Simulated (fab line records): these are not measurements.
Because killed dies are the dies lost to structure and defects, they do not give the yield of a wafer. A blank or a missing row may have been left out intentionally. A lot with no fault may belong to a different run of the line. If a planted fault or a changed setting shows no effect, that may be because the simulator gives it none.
Matching of chambers | flow nand-harc | 4 sister chambers for NHARC_A_STAIRCASE_DESCUM_168 on rie-diel-05
The step chemistry O2, time 3 s. 4 wafers are shown with their chamber, then 12 later ones without.

WAFERS PAIRED WITH THEIR CHAMBERS
wafer  | chamber | drypump-motor-current-A (A)
L080.6 | 2       | 4.7
L087.1 | 0       | 5.9
L087.2 | 3       | 6.3
L087.4 | 1       | 5.3

WAFERS WITH NO CHAMBER GIVEN
wafer  | drypump-motor-current-A (A)
L091.1 | 5.3
L091.3 | 5.9
L091.6 | 4.7
L092.1 | 4.7
L092.2 | 5.3
L092.3 | 5.8
L093.1 | 4.7
L093.4 | 5.3
L093.5 | 5.3
L095.1 | 5.8
L095.3 | 5.3
L095.5 | 5.3

WHICH CHAMBER EACH ONE RAN IN
wafer  | from the rows above | in truth
L091.1 | 1                   | 1
L091.3 | 0                   | 0
L091.6 | 2                   | 2
L092.1 | 2                   | 2
L092.2 | 1                   | 1
L092.3 | 0                   | 0
L093.1 | 2                   | 2
L093.4 | 1                   | 1
L093.5 | 1                   | 1
L095.1 | 0                   | 0
L095.3 | 1                   | 1
L095.5 | 1                   | 1
12 of 12 placed correctly. Number that these rows cannot place: 0. Placed wrongly: 0.
How it was worked out, from the rows above alone: a wafer's distance from a chamber is the root of the sum, over the readings, of the square of ((its reading less the chamber's mean) divided by the reading's scatter). If the next closest chamber is less than 2 further off than the closest, the wafer can't be placed; otherwise it belongs to the closest. Each chamber's mean is taken over the wafers shown for it. The scatter (one wafer shown for each chamber): square how far every hidden wafer sits from the nearest shown wafer, average those squares and take the square root.
